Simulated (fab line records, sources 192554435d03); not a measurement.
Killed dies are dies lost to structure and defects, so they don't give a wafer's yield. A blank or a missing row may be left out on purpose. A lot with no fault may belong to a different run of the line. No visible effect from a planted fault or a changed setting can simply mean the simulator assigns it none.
fab line records | flow n5Finfet
record: lots: 10 | wafers: 24 | lastDay: 17
route steps=1938 shown BEOL_M4@1036 PASSIVATION@1936
lots with no fault: from the same line, run without faults
startH: hours from the record's first day to the start of the lot's first wafer shown | waitH: hours since the lot's step before | " as in the row above | L1.1+2: several wafers, shown together as one row | - value missing, or start not given | * or withheld: withheld | < > ~ a bound
route shown NAME@n: NAME is a module with steps in the file, n the number in the route of the first one | usual: mean/standard deviation taken from wafers without a fault | same: alike in all rows | chamber/n: place in a boat | sites: readings site by site | _std_site: the values' standard deviation | _edge_site: mean of outer sites minus mean of inner sites | radiusMm: for every site, how far away it sits from the centre of the wafer | mask NAME#n: copy n | behind: the tool/chamber that last shaped the wafer | hold: cause of the lot's hold/its duration in hours/its outcome | device: names the non-switching transistor (n, p or np) | end of line: the tests these same wafers got at the end of their route | a step without rows: its recipe alone | killed: not the wafer's yield, but the dies lost to structure and defects at the first sort | map: a wafer's dies, x killed, . not, _ none there
set.NAME: the setting the step ran with; set.NAME@STEP: the setting that earlier step ran with | model.NAME: the simulator's own value behind a step, which no gauge read
a sample of lots followed through the steps of the route, with each step as a table and each wafer as a row
services: from which hour (startH, from the record's first day; less than 0 if before it) a tool's chamber was out of use, for how many hours, and why
== steps ==
step: N5_BEOL_M4_INSPECT_13
recipe: mode: adi | inspectInstrument: brightfield
usual: rawDefectCount: 435/92
lot.wafer | tool             | chamber | startH | waitH | rawDefectCount
L747.1    | defectInspect-02 | -       | 158.38 | 0.1   | 421
L747.4    | "                | -       | "      | "     | 523
L749.2    | defectInspect-01 | -       | 167.80 | 0.0   | 495
L749.5    | "                | -       | "      | "     | 519
L756.1    | defectInspect-01 | -       | 204.62 | 0.1   | 340
L756.4    | "                | -       | "      | "     | 393
L757.1    | defectInspect-01 | -       | 220.76 | 0.1   | 460
L757.3    | "                | -       | "      | "     | 590
L762.3    | defectInspect-02 | -       | 256.96 | 0.0   | 444
L762.4    | "                | -       | "      | "     | 306
L762.6    | "                | -       | "      | "     | 399
L764.1    | defectInspect-02 | -       | 261.52 | 0.1   | 436
L764.2    | "                | -       | "      | "     | 387
L764.6    | "                | -       | "      | "     | 369
L763.4    | defectInspect-01 | -       | 263.89 | 0.0   | 387
L763.5    | "                | -       | "      | "     | 321
L765.1    | defectInspect-01 | -       | 265.04 | 0.1   | 403
L765.4    | "                | -       | "      | "     | 357
L765.6    | "                | -       | "      | "     | 386
L767.2    | defectInspect-02 | -       | 269.37 | 0.0   | 366
L767.3    | "                | -       | "      | "     | 385
L767.5    | "                | -       | "      | "     | 431
L770.2    | defectInspect-02 | -       | 305.05 | 0.0   | 721
L770.5    | "                | -       | "      | "     | 523
step: N5_BEOL_M4_HM_OPEN_17
recipe: chemistry: Cl2/BCl3 | targetDepthA: 200 | overetchA: 60 | target: TiN | maskMaterial: SOC | ionEnergyEv: 150 | pressureMtorr: 10 | icpW: 1000 | biasW: 126 | Cl2_flow_sccm: 53.25 | bcl3FlowSccm: 21.75 | Ar_flow_sccm: 25
usual: drypumpMotorCurrentA: 5.6/0.59 | oesProductAu: 0.67/0.085 | throttleValvePct: 22.1/0.34
lot.wafer | tool        | chamber | startH | waitH | drypumpMotorCurrentA | oesProductAu | rfHoursCounterH | throttleValvePct
L747.1    | rieMetal-01 | 0       | 158.82 | 0.0   | 5.0                  | 0.57         | 97              | 22.6
L747.4    | "           | 1       | "      | "     | 6.6                  | 0.77         | -               | 21.9
L749.2    | rieMetal-03 | 1       | 168.09 | 0.0   | 5.4                  | 0.79         | 2               | 22.3
L749.5    | "           | 1       | "      | "     | 5.4                  | 0.80         | -               | 22.3
L756.1    | rieMetal-03 | 0       | 205.19 | 0.0   | 5.9                  | 0.66         | 24              | 21.7
L756.4    | "           | 1       | "      | "     | 5.5                  | 0.71         | -               | 22.4
L757.1    | rieMetal-03 | 0       | 221.05 | 0.0   | 5.9                  | 0.65         | 25              | 21.7
L757.3    | "           | 1       | "      | "     | 5.5                  | 0.77         | -               | 22.3
L762.3    | rieMetal-02 | 0       | 257.29 | 0.1   | 5.5                  | 0.68         | -               | 22.1
L762.4    | "           | 1       | "      | "     | 5.0                  | 0.56         | -               | 21.8
L762.6    | "           | 1       | "      | "     | 5.0                  | 0.55         | -               | 21.8
L764.1    | rieMetal-01 | 0       | 261.85 | 0.0   | 5.1                  | 0.55         | 107             | 22.6
L764.2    | "           | 1       | "      | "     | 6.6                  | 0.73         | 17              | 21.9
L764.6    | "           | 0       | "      | "     | 5.0                  | 0.55         | -               | 22.6
L763.4    | rieMetal-01 | 0       | 264.41 | 0.1   | 5.0                  | 0.55         | -               | 22.6
L763.5    | "           | 1       | "      | "     | 6.6                  | 0.74         | -               | 21.9
L765.1    | rieMetal-01 | 0       | 265.37 | 0.0   | 5.1                  | 0.55         | 107             | 22.6
L765.4    | "           | 0       | "      | "     | 5.0                  | 0.55         | -               | 22.6
L765.6    | "           | 0       | "      | "     | 5.1                  | 0.55         | -               | 22.6
L767.2    | rieMetal-01 | 1       | 269.95 | 0.0   | 6.6                  | 0.72         | 18              | 21.9
L767.3    | "           | 1       | "      | "     | 6.6                  | 0.72         | -               | 21.9
L767.5    | "           | 1       | "      | "     | 6.6                  | 0.72         | -               | 21.9
L770.2    | rieMetal-03 | 1       | 305.34 | 0.0   | 5.5                  | 0.73         | 14              | 22.3
L770.5    | "           | 1       | "      | "     | 5.4                  | 0.73         | -               | 22.3
step: N5_BEOL_M4_OVL_MEAS_29
recipe: pointsPerWafer: 522
usual: V3_OVL: 0.8/0.59
lot.wafer | tool       | chamber | startH | waitH | V3_OVL[nm]
L747.1    | overlay-02 | 0       | 159.35 | 0.0   | 0.7
L747.4    | "          | 0       | "      | "     | 1.0
L749.2    | overlay-02 | 0       | 168.70 | 0.0   | 0.6
L749.5    | "          | 0       | "      | "     | 0.4
L756.1    | overlay-02 | 0       | 205.72 | 0.0   | 0.3
L756.4    | "          | 0       | "      | "     | 0.9
L757.1    | overlay-02 | 0       | 221.70 | 0.0   | 1.4
L757.3    | "          | 0       | "      | "     | 0.2
L762.3    | overlay-02 | 0       | 257.99 | 0.0   | 1.3
L762.4    | "          | 0       | "      | "     | 0.7
L762.6    | "          | 0       | "      | "     | 0.2
L764.1    | overlay-01 | 0       | 262.53 | 0.0   | 0.1
L764.2    | "          | 0       | "      | "     | 1.4
L764.6    | "          | 0       | "      | "     | 0.3
L763.4    | overlay-02 | 0       | 264.93 | 0.0   | 1.7
L763.5    | "          | 0       | "      | "     | 1.1
L765.1    | overlay-01 | 0       | 265.90 | 0.0   | 1.9
L765.4    | "          | 0       | "      | "     | 0.9
L765.6    | "          | 0       | "      | "     | 0.9
L767.2    | overlay-01 | 0       | 270.49 | 0.0   | 0.8
L767.3    | "          | 0       | "      | "     | 1.3
L767.5    | "          | 0       | "      | "     | 0.8
L770.2    | overlay-02 | 0       | 306.00 | 0.0   | 1.2
L770.5    | "          | 0       | "      | "     | 0.8
step: N5_BEOL_M4_ETCHBACK_99
recipe: chemistry: CHF3 | target: SiO2 | targetDepthA: 50 | timeS: 10.4 | sourceW: 215 | biasW: 47 | Ar_flow_sccm: 200 | CHF3_flow_sccm: 12 | ionEnergyEv: 100 | pressureMtorr: 30
usual: drypumpMotorCurrentA: 5.6/0.44 | oesProductAu: 0.83/0.091 | rfVppV: 241/6.4 | showerheadPlenumPTorr: 2.15/0.047 | throttleValvePct: 17.06/0.17
lot.wafer | tool       | chamber | startH | waitH | drypumpMotorCurrentA | oesProductAu | rfHoursCounterH | rfVppV | showerheadPlenumPTorr | throttleValvePct
L747.1    | rieDiel-04 | 0       | 161.93 | 2.2   | 4.8                  | 0.84         | 66              | 245    | 2.18                  | 16.92
L747.4    | "          | 2       | "      | "     | 5.5                  | 0.91         | 24              | 238    | 2.08                  | 17.00
L749.2    | rieDiel-03 | 1       | 173.53 | 4.6   | 6.3                  | 0.82         | 75              | 253    | 2.17                  | 17.02
L749.5    | "          | 3       | "      | "     | 5.5                  | 0.93         | -               | 244    | 2.21                  | 17.03
L756.1    | rieDiel-04 | 3       | 207.40 | 1.1   | 6.3                  | 0.43         | 241             | 245    | 2.20                  | 17.13
L756.4    | "          | 1       | "      | "     | 5.3                  | 0.50         | -               | 244    | 2.11                  | 17.25
L757.1    | rieDiel-05 | 3       | 224.80 | 2.7   | 5.8                  | 0.44         | 194             | 237    | 2.14                  | 17.42
L757.3    | "          | 1       | "      | "     | 5.3                  | 0.90         | 33              | 230    | 2.21                  | 17.20
L762.3    | rieDiel-03 | 3       | 263.70 | 3.9   | 5.5                  | 0.87         | 58              | 244    | 2.19                  | 17.09
L762.4    | "          | 0       | "      | "     | 5.8                  | 0.91         | 24              | 231    | 2.12                  | 16.89
L762.6    | "          | 3       | "      | "     | 5.5                  | 0.88         | -               | 242    | 2.19                  | 17.10
L764.1    | rieDiel-03 | 2       | 264.17 | 1.1   | 5.4                  | 0.97         | 8               | 243    | 2.17                  | 16.81
L764.2    | "          | 3       | "      | "     | 5.5                  | 0.86         | 59              | 244    | 2.19                  | 17.08
L764.6    | "          | 0       | "      | "     | 5.8                  | 0.90         | -               | 230    | 2.12                  | 16.89
L763.4    | rieDiel-03 | 1       | 266.57 | 1.2   | 6.3                  | 0.78         | 113             | 251    | 2.16                  | 17.08
L763.5    | "          | 3       | "      | "     | 5.5                  | 0.87         | -               | 243    | 2.19                  | 17.08
L765.1    | rieDiel-03 | 1       | 268.18 | 1.8   | 6.3                  | 0.79         | 114             | 253    | 2.16                  | 17.10
L765.4    | "          | 2       | "      | "     | 5.4                  | 0.97         | 9               | 246    | 2.17                  | 16.80
L765.6    | "          | 3       | "      | "     | 5.5                  | 0.86         | -               | 244    | 2.19                  | 17.09
L767.2    | rieDiel-03 | 3       | 271.84 | 0.5   | 5.5                  | 0.86         | 61              | 243    | 2.19                  | 17.10
L767.3    | "          | 1       | "      | "     | 6.3                  | 0.79         | 115             | 252    | 2.15                  | 17.09
L767.5    | "          | 0       | "      | "     | 5.8                  | 0.89         | -               | 231    | 2.12                  | 16.90
L770.2    | rieDiel-04 | 2       | 306.87 | 0.6   | 5.5                  | 0.84         | 71              | 238    | 2.07                  | 17.08
L770.5    | "          | 3       | "      | "     | 6.3                  | 0.92         | -               | 245    | 2.19                  | 16.73
step: N5_BEOL_M4_ETCH_70
recipe: chemistry: N2/H2 | target: SOC | targetDepthA: 800 | overetchA: 240 | maskMaterial: SiARC | tempC: 40 | timeS: 130 | ionEnergyEv: 200 | pressureMtorr: 30 | sourceW: 840 | biasW: 150 | n2FlowSccm: 200 | h2FlowSccm: 200
usual: drypumpMotorCurrentA: 5.6/0.44 | oesProductAu: 0.61/0.061 | rfVppV: 524.0/1.7 | showerheadPlenumPTorr: 2.55/0.054 | throttleValvePct: 17.86/0.24
lot.wafer | tool       | chamber | startH | waitH | drypumpMotorCurrentA | oesProductAu | rfHoursCounterH | rfVppV | showerheadPlenumPTorr | throttleValvePct
L747.1    | rieDiel-04 | 0       | 161.97 | 0.0   | 4.8                  | 0.62         | 66              | 524.5  | 2.54                  | 17.38
L747.4    | "          | 2       | "      | "     | 5.5                  | 0.66         | 24              | 523.1  | 2.50                  | 17.97
L749.2    | rieDiel-03 | 1       | 173.56 | 0.0   | 6.3                  | 0.61         | 75              | 523.4  | 2.57                  | 17.82
L749.5    | "          | 3       | "      | "     | 5.5                  | 0.66         | -               | 525.8  | 2.61                  | 17.92
L756.1    | rieDiel-04 | 3       | 207.43 | 0.0   | 6.3                  | 0.51         | 241             | 523.6  | 2.62                  | 18.08
L756.4    | "          | 1       | "      | "     | 5.3                  | 0.62         | -               | 521.6  | 2.51                  | 18.17
L757.1    | rieDiel-05 | 3       | 224.84 | 0.0   | 5.8                  | 0.52         | 194             | 523.4  | 2.51                  | 18.06
L757.3    | "          | 1       | "      | "     | 5.2                  | 0.65         | 33              | 523.0  | 2.62                  | 18.15
L762.3    | rieDiel-03 | 3       | 263.74 | 0.0   | 5.5                  | 0.61         | 58              | 527.2  | 2.59                  | 17.96
L762.4    | "          | 0       | "      | "     | 5.8                  | 0.67         | 24              | 521.2  | 2.49                  | 17.53
L762.6    | "          | 3       | "      | "     | 5.5                  | 0.62         | -               | 526.2  | 2.59                  | 17.97
L764.1    | rieDiel-03 | 2       | 264.21 | 0.0   | 5.4                  | 0.69         | 8               | 526.8  | 2.59                  | 17.58
L764.2    | "          | 3       | "      | "     | 5.5                  | 0.61         | 59              | 525.8  | 2.59                  | 17.97
L764.6    | "          | 0       | "      | "     | 5.8                  | 0.68         | -               | 521.6  | 2.49                  | 17.53
L763.4    | rieDiel-03 | 1       | 266.61 | 0.0   | 6.3                  | 0.58         | 113             | 524.0  | 2.56                  | 17.89
L763.5    | "          | 3       | "      | "     | 5.5                  | 0.62         | -               | 525.5  | 2.59                  | 17.98
L765.1    | rieDiel-03 | 1       | 268.22 | 0.0   | 6.4                  | 0.58         | 114             | 523.0  | 2.56                  | 17.89
L765.4    | "          | 2       | "      | "     | 5.3                  | 0.70         | 9               | 527.0  | 2.59                  | 17.59
L765.6    | "          | 3       | "      | "     | 5.5                  | 0.61         | -               | 523.6  | 2.59                  | 17.99
L767.2    | rieDiel-03 | 3       | 271.88 | 0.0   | 5.5                  | 0.61         | 61              | 526.4  | 2.59                  | 17.98
L767.3    | "          | 1       | "      | "     | 6.3                  | 0.58         | 115             | 523.6  | 2.56                  | 17.90
L767.5    | "          | 0       | "      | "     | 5.8                  | 0.67         | -               | 522.3  | 2.49                  | 17.54
L770.2    | rieDiel-04 | 2       | 306.91 | 0.0   | 5.5                  | 0.61         | 71              | 521.3  | 2.48                  | 18.03
L770.5    | "          | 3       | "      | "     | 6.3                  | 0.67         | -               | 524.0  | 2.61                  | 17.72
step: N5_BEOL_M4_OCD_MEAS_38
usual: trenchDepthNm: 55.8/1.6
lot.wafer | tool   | chamber | startH | waitH | trenchDepthNm
L747.1    | ocd-02 | -       | 162.33 | -     | 56.1
L747.4    | "      | -       | "      | "     | 56.1
L749.2    | ocd-02 | -       | 173.93 | -     | 55.1
L749.5    | "      | -       | "      | "     | 59.0
L756.1    | ocd-02 | -       | 207.79 | -     | 19.6
L756.4    | "      | -       | "      | "     | 18.7
L757.1    | ocd-02 | -       | 225.20 | -     | 22.4
L757.3    | "      | -       | "      | "     | 57.4
L762.3    | ocd-01 | -       | 264.10 | -     | 58.3
L762.4    | "      | -       | "      | "     | 54.6
L762.6    | "      | -       | "      | "     | 58.2
L764.1    | ocd-02 | -       | 264.57 | -     | 57.0
L764.2    | "      | -       | "      | "     | 58.0
L764.6    | "      | -       | "      | "     | 54.4
L763.4    | ocd-02 | -       | 266.97 | -     | 55.5
L763.5    | "      | -       | "      | "     | 58.4
L765.1    | ocd-01 | -       | 268.58 | -     | 55.5
L765.4    | "      | -       | "      | "     | 57.2
L765.6    | "      | -       | "      | "     | 58.3
L767.2    | ocd-01 | -       | 272.24 | -     | 57.8
L767.3    | "      | -       | "      | "     | 54.6
L767.5    | "      | -       | "      | "     | 53.1
L770.2    | ocd-01 | -       | 307.27 | -     | 55.7
L770.5    | "      | -       | "      | "     | 56.4
step: N5_BEOL_M4_THK_MEAS_53
recipe: thkMeasGauge: xrf | reads: Cu_of_BEOL_M4_ECD_50
usual: M4_THK: 41.4/2.4
lot.wafer | tool         | chamber | startH | waitH | M4_THK[nm]
L747.1    | filmMetro-01 | -       | 166.30 | -     | 43.9
L747.4    | "            | -       | "      | "     | 40.3
L749.2    | filmMetro-02 | -       | 178.14 | -     | 40.7
L749.5    | "            | -       | "      | "     | 44.5
L756.1    | filmMetro-01 | -       | 215.95 | -     | -
L756.4    | "            | -       | "      | "     | -
L757.1    | filmMetro-02 | -       | 228.92 | -     | -
L757.3    | "            | -       | "      | "     | 42.8
L762.3    | filmMetro-01 | -       | 267.63 | -     | 46.3
L762.4    | "            | -       | "      | "     | 40.5
L762.6    | "            | -       | "      | "     | 44.9
L764.1    | filmMetro-02 | -       | 269.51 | -     | 41.1
L764.2    | "            | -       | "      | "     | 40.7
L764.6    | "            | -       | "      | "     | 37.5
L763.4    | filmMetro-02 | -       | 271.68 | -     | 38.5
L763.5    | "            | -       | "      | "     | 41.6
L765.1    | filmMetro-02 | -       | 272.40 | -     | 39.3
L765.4    | "            | -       | "      | "     | 42.0
L765.6    | "            | -       | "      | "     | 46.2
L767.2    | filmMetro-01 | -       | 276.22 | -     | 43.6
L767.3    | "            | -       | "      | "     | 38.5
L767.5    | "            | -       | "      | "     | 39.6
L770.2    | filmMetro-01 | -       | 310.99 | -     | 40.7
L770.5    | "            | -       | "      | "     | 40.8
step: N5_BEOL_M4_RC_MEAS_101
usual: DIBL_N: 36.0/2 | DIBL_P: 35.9/2.5 | IOFF_N: 0.16/0.038 | IOFF_P: 0.21/0.04 | ION_N: 675/14 | ION_P: 462/9.4 | SS_N: 71.5/0.75 | SS_P: 73.2/0.74 | VT_N: 250/3.9 | VT_P: -251/3.2
lot.wafer | tool      | chamber | startH | waitH | DIBL_N[mV/V] | DIBL_P[mV/V] | IOFF_N[nA/um] | IOFF_P[nA/um] | ION_N[uA/um] | ION_P[uA/um] | SS_N[mV/dec] | SS_P[mV/dec] | VT_N[mV] | VT_P[mV]
L747.1    | prober-01 | 0       | 166.62 | 0.0   | 37.7         | 35.8         | 0.20          | 0.20          | 667          | 455          | 72.2         | 72.8         | 249      | -252
L747.4    | "         | 0       | "      | "     | 36.3         | 33.6         | 0.16          | 0.16          | 675          | 452          | 71.1         | 72.4         | 250      | -255
L749.2    | prober-01 | 0       | 178.60 | 0.2   | 40.0         | 37.8         | 0.23          | 0.28          | 690          | 468          | 72.1         | 74.2         | 242      | -246
L749.5    | "         | 0       | "      | "     | 32.6         | 30.3         | 0.12          | 0.18          | 679          | 474          | 69.8         | 72.2         | 249      | -251
L757.3    | prober-02 | 0       | 229.54 | 0.3   | 35.7         | 36.2         | 0.15          | 0.21          | 659          | 460          | 71.7         | 73.8         | 252      | -251
L762.3    | prober-01 | 0       | 268.25 | 0.3   | 38.6         | 39.3         | 0.22          | 0.24          | 685          | 466          | 72.4         | 73.3         | 248      | -251
L762.4    | "         | 0       | "      | "     | 38.6         | 39.2         | 0.21          | 0.26          | 683          | 472          | 72.2         | 73.0         | 248      | -248
L762.6    | "         | 0       | "      | "     | 35.6         | 36.2         | 0.17          | 0.20          | 696          | 474          | 71.3         | 72.3         | 248      | -249
L764.1    | prober-02 | 0       | 269.86 | 0.0   | 33.6         | 34.1         | 0.12          | 0.17          | 669          | 457          | 71.5         | 72.7         | 255      | -253
L764.2    | "         | 0       | "      | "     | 35.3         | 36.7         | 0.14          | 0.20          | 647          | 447          | 71.2         | 72.7         | 251      | -249
L764.6    | "         | 0       | "      | "     | 34.5         | 37.0         | 0.14          | 0.21          | 688          | 473          | 70.9         | 73.6         | 250      | -249
L763.4    | prober-01 | 0       | 272.49 | 0.5   | 34.9         | 34.7         | 0.13          | 0.18          | 658          | 448          | 72.0         | 73.1         | 254      | -253
L763.5    | "         | 0       | "      | "     | 39.8         | 40.8         | 0.25          | 0.29          | 683          | 465          | 72.4         | 74.8         | 242      | -246
L765.1    | prober-02 | 0       | 272.75 | 0.0   | 33.8         | 34.0         | 0.11          | 0.18          | 664          | 460          | 70.7         | 72.6         | 254      | -251
L765.4    | "         | 0       | "      | "     | 41.3         | 42.8         | 0.28          | 0.35          | 705          | 482          | 72.3         | 74.6         | 240      | -243
L765.6    | "         | 0       | "      | "     | 34.4         | 34.7         | 0.13          | 0.19          | 673          | 464          | 70.6         | 72.5         | 252      | -252
L767.2    | prober-01 | 0       | 276.71 | 0.2   | 36.8         | 37.8         | 0.16          | 0.21          | 685          | 465          | 71.4         | 73.6         | 250      | -248
L767.3    | "         | 0       | "      | "     | 31.9         | 32.6         | 0.09          | 0.15          | 660          | 463          | 70.5         | 71.4         | 258      | -256
L767.5    | "         | 0       | "      | "     | 35.9         | 36.6         | 0.15          | 0.20          | 676          | 468          | 71.2         | 72.9         | 251      | -251
L770.2    | prober-01 | 0       | 311.46 | 0.2   | 38.3         | 37.2         | 0.19          | 0.21          | 689          | 465          | 72.3         | 74.2         | 249      | -253
L770.5    | "         | 0       | "      | "     | 39.1         | 37.9         | 0.21          | 0.22          | 679          | 454          | 73.5         | 73.3         | 246      | -250
step: N5_PASSIVATION_PROBE_49
usual: defectLimitedYield: 91.3/1.5 | killed_at_M0_to_M3: 33/12 | killed_at_M4_up: 15/5.2 | killedAtContacts: 12/5.1 | killedAtFrontEnd: 39/11 | killedAtOther: 5/3.6 | killedDies: 103/18 | killedOnRim: 14/4.3 | killedOpen: 67/13 | killedShort: 33/7.8 | sort_bin_5_function: 5.1/0.96 | sort_bin_6_memory: 3.2/0.71 | sort_bin_8_speed: 0.01/0.063 | sortNPass: 1077/18
same: grossDies: 1180 | killedAtBackSide: 0 | sort_bin_4_leakage[%]: 0
lot.wafer | tool      | chamber | startH | waitH | defectLimitedYield[%] | killed_at_M0_to_M3 | killed_at_M4_up | killedAtContacts | killedAtFrontEnd | killedAtOther | killedDies | killedOnRim | killedOpen | killedShort | sort_bin_5_function[%] | sort_bin_6_memory[%] | sort_bin_8_speed[%] | sortNPass
L756.1    | prober-01 | -       | 313.76 | 0.0   | 27.9                  | 23                 | 752             | 12               | 60               | 4             | 851        | 79          | 79         | 26          | 68.7                   | 3.3                  | 0                   | 329
L756.4    | prober-01 | -       | 313.91 | 0.2   | 26.4                  | 38                 | 745             | 11               | 68               | 6             | 868        | 152         | 85         | 44          | 69.0                   | 4.2                  | 0                   | 312
L757.1    | prober-02 | -       | 327.90 | 0.0   | 34.5                  | 54                 | 681             | 8                | 28               | 2             | 773        | 65          | 74         | 37          | 61.4                   | 3.6                  | 0                   | 407
L757.3    | prober-02 | -       | 328.00 | 0.1   | 92.8                  | 36                 | 23              | 3                | 16               | 7             | 85         | 10          | 45         | 35          | 4.9                    | 2.0                  | 0                   | 1095
killed by level:class
L756.1 BEOL_M4:areaOpen=745 STI_FIN_REVEAL:geometricParticle:open=27 FIN_SAQP:geometricParticle:open=11 MOL_CONTACT_COAG:geometricParticle:open=10 FIN_SAQP:geometricParticle:short=6 BEOL_M2:geometricParticle:open=5 STI_FIN_REVEAL:geometricParticle:short=4 BEOL_M0_SAQP:geometricParticle:open=4
L756.4 BEOL_M4:areaOpen=736 FIN_SAQP:geometricParticle:short=18 FIN_SAQP:geometricParticle:open=14 STI_FIN_REVEAL:geometricParticle:open=14 BEOL_M2:geometricParticle:open=10 MOL_CONTACT_COAG:geometricParticle:open=9 DUMMY_GATE:geometricParticle:open=7 BEOL_M0_SAQP:geometricParticle:open=7
L757.1 BEOL_M4:areaOpen=661 BEOL_M2:geometricParticle:open=15 BEOL_M0_SAQP:geometricParticle:short=13 STARTING-WAFER:geometricParticle:short=9 STI_FIN_REVEAL:geometricParticle:open=7 MOL_CONTACT_COAG:geometricParticle:open=7 BEOL_M0_SAQP:geometricParticle:open=7 BEOL_M3:geometricParticle:open=7
L757.3 BEOL_M0_SAQP:geometricParticle:short=14 BEOL_M0_SAQP:geometricParticle:open=8 BEOL_M2:geometricParticle:open=7 BEOL_M4:geometricParticle:open=6 BEOL_M5:geometricParticle:short=4 PAD_METAL:geometricParticle:open=4 STARTING-WAFER:geometricParticle:short=4 MOL_CONTACT_COAG:geometricParticle:open=3
== services ==
tool        | chamber | startH | hours | kind
rieMetal-03 | 1       | 142.90 | -     | clean
rieMetal-02 | 0       | 144.98 | 2.3   | repair
rieDiel-04  | 3       | 149.33 | 7.2   | repair
rieMetal-02 | -       | 158.34 | 0.6   | repair
rieDiel-04  | 2       | 169.75 | 12.7  | repair
rieMetal-01 | -       | 179.59 | 0.4   | repair
rieDiel-03  | 0       | 180.04 | -     | clean
rieDiel-03  | 0       | 180.04 | -     | consumableReplace:focusRing
rieDiel-03  | 0       | 180.04 | 25.4  | scheduledDown
rieDiel-03  | 0       | 180.04 | 25.4  | ventCycle
rieDiel-04  | 2       | 205.62 | 6.8   | repair
rieMetal-02 | 0       | 218.57 | 12.5  | repair
rieDiel-03  | 2       | 222.26 | -     | clean
rieDiel-03  | 2       | 222.26 | -     | consumableReplace:focusRing
rieDiel-03  | 2       | 222.26 | 19.4  | scheduledDown
rieDiel-03  | 2       | 222.26 | 19.4  | ventCycle
rieDiel-04  | 3       | 229.79 | -     | clean
rieDiel-04  | 3       | 229.79 | -     | consumableReplace:focusRing
rieDiel-04  | 3       | 229.79 | 18.8  | scheduledDown
rieDiel-04  | 3       | 229.79 | 18.8  | ventCycle
rieMetal-02 | -       | 233.20 | 1.2   | repair
rieMetal-02 | -       | 247.54 | 2.8   | pm
rieDiel-05  | 3       | 257.16 | 2.8   | repair
rieDiel-04  | 2       | 277.62 | 3.7   | repair
== key ==
firstSign: step: N5_BEOL_M4_ETCHBACK_99 | reading: oesProductAu | direction: down | sigmas: 4.2 | usual: 0.83 | struck: 0.45
effect: step: N5_BEOL_M4_OCD_MEAS_38 | reading: trenchDepthNm | direction: down | sigmas: 23 | usual: 55.8 | struck: 20.2
effect: step: N5_BEOL_M4_THK_MEAS_53 | reading: M4_THK | direction: missing
effect: step: N5_PASSIVATION_PROBE_49 | reading: killed_at_M4_up | direction: up | sigmas: 99+ | usual: 15 | struck: 726
moreKillsBornAt: N5_BEOL_M4_HM_OPEN_17@rieMetal-03: 2142
metAt N5_BEOL_M4_HM_OPEN_17
struckLots L756,L757
struckWafers L756.1,L756.4,L757.1
laterRowsLeftOut L756.1,L756.4,L757.1
notActingAt N5_BEOL_M4_INSPECT_13,N5_BEOL_M4_OVL_MEAS_29,N5_BEOL_M4_ETCH_70
onsetBetween 168.09 205.19
fault: kind: processParameterDrift | tool: rieMetal-03 | chamber: - | onsetH: 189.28 | steps: N5_BEOL_M4_HM_OPEN_17 | channel: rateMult | offset: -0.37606 | shape: step | endH: 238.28 | scope: struckWafersOnly
laterRowsLeftOut: the simulator's readings of these wafers behind a module that went badly wrong aren't trusted and aren't shown, but for the sort
